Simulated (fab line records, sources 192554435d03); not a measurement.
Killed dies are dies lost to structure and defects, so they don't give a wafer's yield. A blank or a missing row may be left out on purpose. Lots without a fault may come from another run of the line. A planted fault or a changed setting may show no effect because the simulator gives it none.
Split-lot experiment | flow n5_finfet | 7 lots, 39 wafers read, on a route of 1938 steps

THE SPLIT
At N5_FIN_SAQP_SPACER1_ALD_24 (deposits SiO2, target thk 20.3 nm, pulse time 1 s, purge time 2 s), the setting ald_cycles was moved away from the recipe's 218 on 15 of the 39 wafers read, by -17.0% to +8.7%. The other wafers ran this setting at the recipe's value.

FROM THE SPLIT TO THE READING: what the file shows between them, 2 steps
- N5_FIN_SAQP_SPACER1_ETCHBACK_25: etches SiO2 in CHF3/O2, target depth 24.4 nm, time 12.2 s
- N5_FIN_SAQP_MANDREL1_REMOVE_56: chemistry HBr/Cl2/O2, target a-Si, stops on SiNx, bt time 10 s

THE READING
cd_nm, in nm, at N5_FIN_SAQP_CD_MEAS_27 (target cd 20 nm). Fault-free wafers of this fab line usually give 20.27 nm, standard deviation 0.21 nm.

wafer  | tool, chamber at the split | ald_cycles as run | against the recipe | cd_nm, nm | against lot-mates on the recipe
L074.1 | ald_sin-03, 0              | 218               | recipe             | 20.35     | -
L074.2 | ald_sin-03, 3              | 218               | recipe             | 19.99     | -
L074.3 | ald_sin-03, 2              | 218               | recipe             | 20.34     | -
L074.4 | ald_sin-03, 1              | 181               | -17.0%             | 16.55     | -3.68
L074.5 | ald_sin-03, 0              | 181               | -17.0%             | 16.97     | -3.26
L074.6 | ald_sin-03, 1              | 181               | -17.0%             | 16.55     | -3.68
L076.1 | ald_sin-03, 0              | 232               | +6.4%              | 21.80     | +1.85
L076.2 | ald_sin-03, 1,3            | 218               | recipe             | 19.58     | -
L076.3 | ald_sin-03, 2              | 218               | recipe             | 20.20     | -
L076.4 | ald_sin-03, 1,3            | 218               | recipe             | 20.08     | -
L076.5 | ald_sin-03, 1              | 232               | +6.4%              | 21.30     | +1.35
L076.6 | ald_sin-03, 0              | 232               | +6.4%              | 21.51     | +1.56
L078.1 | ald_sin-04, 0,1,3          | 218               | recipe             | 19.88     | -
L078.2 | ald_sin-04, 0,1,3          | 218               | recipe             | 20.50     | -
L078.5 | ald_sin-04, 0,1,3          | 218               | recipe             | 20.20     | -
L080.1 | ald_sin-03, 3              | 218               | recipe             | 20.33     | -
L080.2 | ald_sin-03, 0              | 188               | -13.8%             | 17.65     | -2.54
L080.3 | ald_sin-03, 2              | 218               | recipe             | 20.05     | -
L080.4 | ald_sin-03, 1              | 188               | -13.8%             | 17.06     | -3.13
L080.5 | ald_sin-03, 2              | 218               | recipe             | 20.20     | -
L080.6 | ald_sin-03, 1              | 188               | -13.8%             | 17.31     | -2.88
L093.1 | ald_sin-01, 3,1,0          | 237               | +8.7%              | 22.08     | +2.04
L093.2 | ald_sin-01, 1              | 218               | recipe             | 20.08     | -
L093.3 | ald_sin-01, 2              | 218               | recipe             | 20.27     | -
L093.4 | ald_sin-01, 0              | 218               | recipe             | 19.77     | -
L093.5 | ald_sin-01, 3,1,0          | 237               | +8.7%              | 22.08     | +2.04
L093.6 | ald_sin-01, 3,1,0          | 237               | +8.7%              | 21.69     | +1.65
L094.1 | ald_sin-01, 2,1,0,3,0      | 218               | recipe             | 20.21     | -
L094.2 | ald_sin-01, 2,1,0,3,0      | 218               | recipe             | 20.14     | -
L094.3 | ald_sin-01, 2,1,0,3,0      | 218               | recipe             | 20.47     | -
L094.4 | ald_sin-01, 2,1,0,3,0      | 218               | recipe             | 20.05     | -
L094.5 | ald_sin-01, 3              | 218               | recipe             | 19.99     | -
L094.6 | ald_sin-01, 2,1,0,3,0      | 218               | recipe             | 20.18     | -
L097.1 | ald_sin-03, 2,3,1          | 205               | -6.0%              | 19.27     | -1.01
L097.2 | ald_sin-03, 2,3,1          | 205               | -6.0%              | 19.20     | -1.08
L097.3 | ald_sin-03, 2,3,1          | 205               | -6.0%              | 19.12     | -1.16
L097.4 | ald_sin-03, 0,1,2          | 218               | recipe             | 20.34     | -
L097.5 | ald_sin-03, 0,1,2          | 218               | recipe             | 20.45     | -
L097.6 | ald_sin-03, 0,1,2          | 218               | recipe             | 20.05     | -
Where a row lists several chambers, the file gives one row for several wafers and doesn't say which wafer went through which chamber.

THE FIT
A straight line over all 39 wafers: cd_nm changes by +0.204 nm for each +1% of ald_cycles; r = +0.99; the points scatter about the line by 0.22 nm.
The same after taking each lot's own level away (the mean of its wafers on the recipe; 39 wafers): +0.212 nm for each +1%; r = +0.99; scatter 0.21 nm.
On that fit, the largest move of ald_cycles shifts the reading by 3.6 nm.
The lots' own levels span 19.953 to 20.280 nm, that is 1.6 times the standard deviation above.
So the lot-to-lot level changes the slope little: the two slopes agree.
Check: with one of the wafers moved furthest among these (-17.0%) left out of the fit, the line predicts -3.53 nm for it against its lot-mates. It came out at -3.68 nm against them.

OTHER SPLITS ON THESE WAFERS
These wafers also went through other splits before the reading. Each is held against what the fit with the lots' levels taken away leaves over:
other split on the same wafers    | wafers away from the commonest value | r with cd_nm (lot level and that fit taken away)
N5_WELL_APT_IMPLANT_31 energy_kev | 12                                   | -0.18

THE WHOLE CHAIN: every reading that the file lists as answering this split, in the file's order
step                           | what it does                                                      | reading                                                                                 | change (the file's fit)               | r (the file's)
N5_FIN_SAQP_SPACER1_ALD_24     | deposits SiO2, target thk 20.3 nm, pulse time 1 s, purge time 2 s | SiO2_of_FIN_SAQP_SPACER1_ALD_24.thk_nm (the simulator's own value, which no gauge read) | +0.204 nm for each +1% of the setting | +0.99
N5_FIN_SAQP_MANDREL1_REMOVE_56 | chemistry HBr/Cl2/O2, target a-Si, stops on SiNx, bt time 10 s    | FIN_SAQP.cd_nm (the simulator's own value, which no gauge read)                         | +0.202 nm for each +1% of the setting | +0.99
N5_FIN_SAQP_CD_MEAS_27         | target cd 20 nm                                                   | cd_nm                                                                                   | +0.21 nm for each +1% of the setting  | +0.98

THE FILE'S OWN FIT
cd_nm changes by +0.21 nm for each +1% of ald_cycles, r = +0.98.
